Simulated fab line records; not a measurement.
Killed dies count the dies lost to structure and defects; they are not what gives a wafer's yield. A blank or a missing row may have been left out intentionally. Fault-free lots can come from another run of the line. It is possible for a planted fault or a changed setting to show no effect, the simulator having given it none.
fab line records	flow nand_harc
[record] lots = 12	wafers = 36	last_day = 24
route steps=1159 shown A_WL_FILL@809 END@1159
lots untouched by any fault: they come from a run of this same line in which no faults occurred
start_h: start of the lot's first displayed wafer, in hours after the record's first day	wait_h: time in hours since the lot's previous step	" identical to the entry in the row above	L1.1+2: one row covering several wafers at once	- either no value or no given start	* or withheld: withheld	< > ~ a bound
route shown NAME@n: names a module that has steps shown in the file, with the first one's number in the route	usual: mean/standard deviation of fault-free wafers	same: alike in all rows	chamber/n: place in a boat	sites: the reading at each site	_std_site: their standard deviation	_edge_site: outer sites' mean less inner sites'	radius_mm: how far each site lies from the wafer's centre	mask NAME#n: copy n	behind: the last tool/chamber to shape the wafer	hold: why the lot was held/for how many hours/how that ended	device: the n, p or np transistor that did not switch	end of line: the same wafers' tests at the end of the route	where a step has no rows: the recipe by itself	killed: dies lost to structure and defects at the first sort, not the wafer's yield	map: shows each die of a wafer: x if killed, . if not, _ if none is there
set.NAME: setting as actually run; set.NAME@STEP: the setting as run at that earlier step	model.NAME: the simulator's own value behind a step, which no gauge read
the route's steps for a sample of lots (tables are steps, rows are wafers)
services: when a tool's chamber went out of use (start_h, in hours from the record's first day, below 0 if earlier), for how many hours, and the reason
[[steps]]
[step NHARC_A_WL_FILL_ALD_00]
[recipe] target_thk_a = 30	pulse_time_s = 3	ald_cycles = 30	temp_c = 300	material = Al2O3
[usual] heater_power_outer_w = 267/37	heater_power_w = 469/58	precursor_pulse_height_rel = 1.004/0.021
lot.wafer	tool	chamber	start_h	wait_h	heater_power_outer_w	heater_power_w	precursor_pulse_height_rel
L866.4	ald_hk-03	2	343.81	2.8	259	433	1.008
L866.1	"	1	"	"	314	517	0.993
L866.6	"	3	"	"	277	509	1.014
L865.4	ald_hk-02	1	343.81	2.8	281	475	0.970
L865.6	"	3	"	"	264	500	1.004
L865.5	"	0	"	"	294	468	0.960
L868.3	ald_hk-02	3	343.98	2.9	264	501	1.014
L868.6	"	1	"	"	285	493	1.018
L868.5	"	2	"	"	346	601	0.974
L869.1	ald_hk-01	3	353.22	0.1	249	439	0.980
L869.2	"	0	"	"	231	463	1.024
L869.5	"	1	"	"	259	409	0.989
L867.3	ald_hk-01	1	353.33	0.2	256	415	1.017
L867.6	"	1	"	"	252	404	1.008
L867.5	"	2	"	"	247	449	0.964
L874.1	ald_hk-03	2	395.99	0.1	269	426	1.011
L874.2	"	0	"	"	191	373	0.994
L874.6	"	2	"	"	267	431	0.989
L873.2	ald_hk-03	0	401.03	1.8	194	360	1.008
L873.3	"	3	"	"	272	504	1.032
L873.5	"	1	"	"	304	537	1.006
L877.4	ald_hk-03	1	403.82	0.1	307	531	0.995
L877.1	"	2	"	"	266	426	0.961
L877.6	"	1	"	"	315	532	0.990
L880.2	ald_hk-02	0	412.18	3.1	293	478	1.002
L880.3	"	2	"	"	349	613	1.029
L880.6	"	0	"	"	289	480	0.992
L884.3	ald_hk-02	2	435.83	0.1	345	622	0.987
L884.2	"	0	"	"	292	484	1.022
L884.5	"	3	"	"	275	500	0.973
L883.2	ald_hk-01	3	457.83	0.1	265	456	0.965
L883.4	"	0	"	"	243	464	1.008
L883.5	"	1	"	"	251	418	0.992
L887.1	ald_hk-03	2	476.39	0.1	261	420	1.009
L887.6	"	3	"	"	284	500	0.992
L887.5	"	0	"	"	193	375	1.025
[step NHARC_A_WL_FILL_STRIP_27]
[recipe] power_w = 1500	temp_c = 250	time_s = 20	chemistry = N2/H2
[usual] drypump_motor_current_A = 5.6/0.47	heater_power_w = 357/30
lot.wafer	tool	chamber	start_h	wait_h	drypump_motor_current_A	heater_power_w	rf_hours_counter_h
L865.4	plasma_asher-01	1	350.33	0.2	5.7	402	-
L865.6	"	0	"	"	5.0	351	-
L865.5	"	1	"	"	5.7	407	-
L866.1	plasma_asher-02	0	352.08	0.1	6.2	313	57
L866.4	"	1	"	"	5.9	357	-
L866.6	"	1	"	"	5.9	350	-
L868.3	plasma_asher-02	1	353.03	0.2	5.9	357	-
L868.5	"	0	"	"	6.2	324	-
L868.6	"	1	"	"	5.9	355	-
L869.2	plasma_asher-01	0	360.89	0.2	4.9	340	24
L869.1	"	1	"	"	5.7	399	24
L869.5	"	1	"	"	5.7	400	-
L867.3	plasma_asher-01	0	364.46	0.9	4.9	352	-
L867.6	"	1	"	"	5.8	400	-
L867.5	"	0	"	"	4.9	348	-
L874.2	plasma_asher-01	1	401.08	0.2	5.7	401	40
L874.1	"	0	"	"	5.0	345	40
L874.6	"	1	"	"	5.7	400	-
L873.2	plasma_asher-01	1	406.73	0.4	5.7	411	44
L873.3	"	0	"	"	5.0	348	-
L873.5	"	1	"	"	5.7	393	-
L877.1	plasma_asher-02	0	409.06	0.1	6.2	321	13
L877.4	"	0	"	"	6.2	321	-
L877.6	"	0	"	"	6.2	327	-
L880.2	plasma_asher-01	0	420.98	0.1	4.9	351	49
L880.3	"	0	"	"	4.9	353	-
L880.6	"	1	"	"	5.7	397	-
L884.2	plasma_asher-02	0	443.59	0.4	6.2	325	26
L884.3	"	0	"	"	6.2	320	-
L884.5	"	1	"	"	5.8	344	-
L883.2	plasma_asher-01	1	462.38	0.1	5.7	392	0
L883.4	"	0	"	"	5.0	336	-
L883.5	"	0	"	"	5.0	340	-
L887.1	plasma_asher-02	1	481.18	0.1	5.9	341	39
L887.5	"	0	"	"	6.2	311	-
L887.6	"	1	"	"	5.8	342	-
[step NHARC_A_WL_FILL_ETCHBACK_16]
[recipe] target_depth_a = 880	time_s = 17.6	c4f8_flow_sccm = withheld	o2_flow_sccm = 8	ar_flow_sccm = withheld	rf_w = 600	bias_w = 800	chemistry = C4F8/O2/Ar
[usual] bias_w = 800.3/2.6	oes_product_au = 0.98/0.033	rf_vpp_V = 724/4.4	run_length_s = 38.8/0.47
lot.wafer	tool	chamber	start_h	wait_h	bias_w	oes_product_au	rf_hours_counter_h	rf_vpp_V	run_length_s
L865.4	rie_diel-02	0	360.11	-	799.1	0.97	0.7	731	38.5
L865.6	"	3	"	"	799.9	0.99	-	728	39.1
L865.5	"	0	"	"	801.3	0.98	-	729	38.8
L868.3	rie_diel-09	2	360.12	-	799.4	1.01	6.4	723	39.2
L868.6	"	2	"	"	801.4	0.99	-	721	38.9
L868.5	"	3	"	"	800.1	1.01	-	729	38.7
L866.4	rie_diel-09	3	363.82	-	804.7	0.92	6.1	728	38.6
L866.1	"	0	"	"	800.4	0.93	4.5	717	38.2
L866.6	"	1	"	"	806.4	0.92	-	724	38.4
L869.1	rie_diel-02	2	370.81	-	803.3	1.02	1.2	722	39.2
L869.2	"	3	"	"	802.8	0.98	1.2	726	39.0
L869.5	"	1	"	"	796.2	1.01	-	717	39.4
L867.3	rie_diel-10	2	376.78	-	801.8	1.04	0.2	719	38.1
L867.5	"	3	"	"	797.2	1.00	-	730	38.2
L867.6	"	0	"	"	799.4	0.98	-	720	38.2
L874.1	rie_diel-10	0	410.95	-	802.8	1.00	1.0	718	38.1
L874.2	"	1	"	"	799.2	1.00	1.3	727	39.1
L874.6	"	0	"	"	802.5	1.01	-	717	38.0
L873.2	rie_diel-09	2	416.86	-	798.2	0.98	9.5	721	39.0
L873.3	"	0	"	"	795.0	0.99	6.8	717	38.4
L873.5	"	3	"	"	802.0	0.99	-	728	38.8
L877.4	rie_diel-02	2	419.97	-	797.6	1.01	3.9	722	39.2
L877.1	"	0	"	"	801.3	0.98	3.4	728	38.8
L877.6	"	2	"	"	800.2	1.02	-	721	39.0
L880.3	rie_diel-09	1	429.54	-	796.9	0.92	9.6	725	38.6
L880.2	"	2	"	"	795.8	0.92	10.0	723	39.3
L880.6	"	1	"	"	798.3	0.92	-	723	38.8
L884.3	rie_diel-02	3	454.01	-	802.9	0.97	4.4	727	38.8
L884.2	"	0	"	"	798.6	0.99	4.4	730	38.7
L884.5	"	2	"	"	-	1.02	-	722	28.0
L883.2	rie_diel-10	1	472.49	-	802.3	0.99	2.5	725	38.6
L883.4	"	0	"	"	798.5	0.98	1.7	718	38.3
L883.5	"	1	"	"	804.8	1.00	-	723	39.0
L887.1	rie_diel-09	0	491.01	-	802.8	0.94	2.9	718	38.6
L887.6	"	2	"	"	798.7	0.94	-	722	39.2
L887.5	"	3	"	"	800.8	0.93	-	729	39.1
[step NHARC_A_WL_FILL_STRIP_29]
[recipe] time_s = 20	o2_flow_sccm = 500	ar_flow_sccm = 0	bias_w = 0	chemistry = O2
[usual] drypump_motor_current_A = 5.6/0.51	mfc_ar_sccm = 0.011/0.013	oes_product_au = 1.001/0.016	rf_vpp_V = 57.7/0.9	showerhead_plenum_p_Torr = 3.55/0.15	throttle_valve_pct = 17.037/0.0093
[same] bias_w = 0
lot.wafer	tool	chamber	start_h	wait_h	drypump_motor_current_A	mfc_ar_sccm	oes_product_au	rf_hours_counter_h	rf_vpp_V	showerhead_plenum_p_Torr	throttle_valve_pct
L865.4	rie_diel-02	1	360.21	0.1	5.1	0	1.005	0.7	58.0	3.38	17.043
L865.6	"	2	"	"	5.3	0	1.013	-	58.5	3.47	17.046
L865.5	"	3	"	"	6.8	0	0.983	-	57.6	3.67	17.025
L868.3	rie_diel-09	3	360.21	0.1	5.7	0.021	1.006	6.1	57.3	3.71	17.042
L868.6	"	3	"	"	5.7	0.021	0.998	-	57.0	3.71	17.049
L868.5	"	0	"	"	5.6	0.012	0.993	-	57.4	3.34	17.042
L866.1	rie_diel-09	3	363.89	0.1	5.7	0.021	1.005	6.1	58.2	3.71	17.040
L866.4	"	2	"	"	6.5	0.024	0.995	6.4	57.7	3.48	17.021
L866.6	"	3	"	"	5.7	0.021	0.996	-	59.1	3.71	17.034
L869.2	rie_diel-02	1	370.89	0.1	5.2	0	1.007	1.1	57.2	3.38	17.057
L869.1	"	0	"	"	5.5	0	0.967	1.1	59.1	3.77	17.037
L869.5	"	2	"	"	5.3	0	1.022	-	57.1	3.47	17.045
L867.3	rie_diel-10	3	376.85	0.1	5.4	0.031	0.991	0.3	59.0	3.78	17.045
L867.6	"	1	"	"	5.8	0	0.992	-	58.7	3.61	17.027
L867.5	"	2	"	"	5.0	0	1.026	-	58.7	3.40	17.025
L874.1	rie_diel-10	1	411.50	0.5	5.8	0	1.004	1.3	58.7	3.61	17.030
L874.2	"	0	"	"	5.1	0.023	1.009	1.0	56.5	3.36	17.039
L874.6	"	2	"	"	5.0	0	1.033	-	57.0	3.40	17.024
L873.3	rie_diel-09	3	416.97	0.1	5.7	0.021	1.009	9.5	59.1	3.71	17.033
L873.2	"	2	"	"	6.5	0.024	0.995	9.5	57.3	3.48	17.046
L873.5	"	0	"	"	5.6	0.012	1.001	-	57.8	3.33	17.031
L877.4	rie_diel-02	1	420.06	0.1	5.2	0	1.017	3.8	56.2	3.38	17.045
L877.1	"	2	"	"	5.3	0	1.022	3.9	57.5	3.47	17.041
L877.6	"	3	"	"	6.7	0	0.978	-	56.7	3.66	17.042
L880.3	rie_diel-09	0	429.64	0.1	5.6	0.012	1.015	7.2	57.5	3.33	17.060
L880.2	"	1	"	"	5.8	0.034	0.986	9.6	56.6	3.55	17.043
L880.6	"	3	"	"	5.7	0.021	1.007	-	57.4	3.71	17.056
L884.3	rie_diel-02	3	454.10	0.1	6.8	0	0.982	4.4	58.2	3.66	17.031
L884.2	"	0	"	"	5.5	0	0.984	4.4	57.8	3.76	17.027
L884.5	"	2	"	"	5.3	0	1.024	-	56.7	3.47	17.014
L883.4	rie_diel-10	3	472.59	0.1	5.4	0.031	0.995	2.8	59.1	3.78	17.042
L883.2	"	1	"	"	5.8	0	0.992	2.5	56.9	3.61	17.032
L883.5	"	3	"	"	5.4	0.031	0.991	-	57.2	3.78	17.040
L887.1	rie_diel-09	3	491.09	0.1	5.7	0.021	1.010	2.9	57.8	3.71	17.039
L887.5	"	1	"	"	5.8	0.034	0.982	-	56.2	3.55	17.032
L887.6	"	2	"	"	6.5	0.024	1.019	-	57.3	3.48	17.031
[step NHARC_END_SORT_01]
[recipe] temp_c = 25
[usual] killed_at_array = 27/11	killed_at_other = 0.7/1.1	killed_at_periphery = 3.6/2.4	killed_dies = 32/11	killed_open = 3.3/1.8	killed_short = 2.1/1.5
[same] gross_dies = 677
lot.wafer	tool	chamber	start_h	wait_h	killed_at_array	killed_at_other	killed_at_periphery	killed_dies	killed_open	killed_short
L884.2	prober-02	0	553.04	2.8	32	0	2	34	4	1
L884.3	prober-02	0	553.84	3.1	38	1	2	41	3	3
L884.5	prober-02	0	555.44	3.7	672	1	4	677	2	0
// killed by level:class
L884.2 A_SLIT:chamber_film_flake=17 A_CHANNEL_HOLE_D1:chamber_film_flake=4 A_CONTACT:chamber_film_flake=4 A_M0:geometric_particle:open=2 A_BONDPAD:chamber_film_flake=2 P_CONTACT:geometric_particle:open=1 A_M1:geometric_particle:open=1 A_M1:geometric_particle:short=1
L884.3 A_SLIT:chamber_film_flake=15 A_CHANNEL_HOLE_D1:chamber_film_flake=8 A_BONDPAD:chamber_film_flake=4 A_WL_FILL:geometric_particle:short=2 A_CONTACT:geometric_particle:open=2 A_ZERO_WELL:chamber_film_flake=2 A_CONTACT:chamber_film_flake=2 P_STI:geometric_particle:open=1
L884.5 A_WL_FILL:area_etchback=654 A_SLIT:chamber_film_flake=5 A_CHANNEL_HOLE_D1:chamber_film_flake=4 A_CONTACT:chamber_film_flake=3 P_STI:chamber_film_flake=2 A_STAIRCASE:chamber_film_flake=2 A_BONDPAD:chamber_film_flake=2 P_GATE:geometric_particle:open=1
[[services]]
tool	chamber	start_h	hours	kind
plasma_asher-01	-	324.19	1.8	repair
rie_diel-10	0	324.42	15.6	repair
ald_hk-03	-	326.48	10.0	pm
rie_diel-02	-	327.70	9.0	pm
rie_diel-09	1	330.57	2.4	repair
rie_diel-09	0	336.91	-	clean
rie_diel-09	1	336.91	-	clean
rie_diel-09	2	336.91	-	clean
rie_diel-09	3	336.91	-	clean
rie_diel-10	-	353.50	9.0	pm
plasma_asher-02	-	360.00	9.0	pm
rie_diel-09	0	361.41	-	clean
ald_hk-02	-	365.99	2.4	repair
rie_diel-09	2	387.33	7.3	repair
rie_diel-10	0	389.63	13.2	repair
rie_diel-09	0	404.31	5.1	repair
plasma_asher-02	-	406.76	1.2	repair
rie_diel-09	1	409.94	12.6	repair
rie_diel-09	-	431.41	9.0	pm
rie_diel-10	-	434.32	15.4	repair
plasma_asher-01	-	453.03	9.0	pm
rie_diel-10	0	456.87	8.5	repair
ald_hk-02	-	463.12	10.0	pm
rie_diel-02	3	473.09	1.6	repair
[[key]]
[first_sign] step = NHARC_A_WL_FILL_ETCHBACK_16	reading = run_length_s	direction = down	sigmas = 23	usual = *	struck = *
[effect] step = NHARC_END_SORT_01	reading = killed_at_array	direction = up	sigmas = 60	usual = 27	struck = 672
[more_kills_born_at] NHARC_A_WL_FILL_ETCHBACK_16@rie_diel-02 = 654
met_at NHARC_A_WL_FILL_ETCHBACK_16
struck_lots L884
struck_wafers L884.5
later_rows_left_out L884.5
tester_left_out L884
not_acting_at NHARC_A_WL_FILL_ALD_00,NHARC_A_WL_FILL_STRIP_27,NHARC_A_WL_FILL_STRIP_29
onset_between 419.97 454.01
[fault] kind = process_parameter_drift	tool = rie_diel-02	chamber = 2	onset_h = 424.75	steps = NHARC_A_WL_FILL_ETCHBACK_16	channel = time_s	offset = *	shape = step	end_h = 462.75	acts_in = *	stated = *
// tester_left_out: of these lots the tester's yield and bins aren't shown, on N5 and GAA mostly nor the transistor test; their killed dies are dies lost to structure and defects alone, not to doping, threshold or leakage, so they don't give the yield
// later_rows_left_out: the simulator's readings of these wafers behind a module that went badly wrong aren't trusted and aren't shown, but for the sort
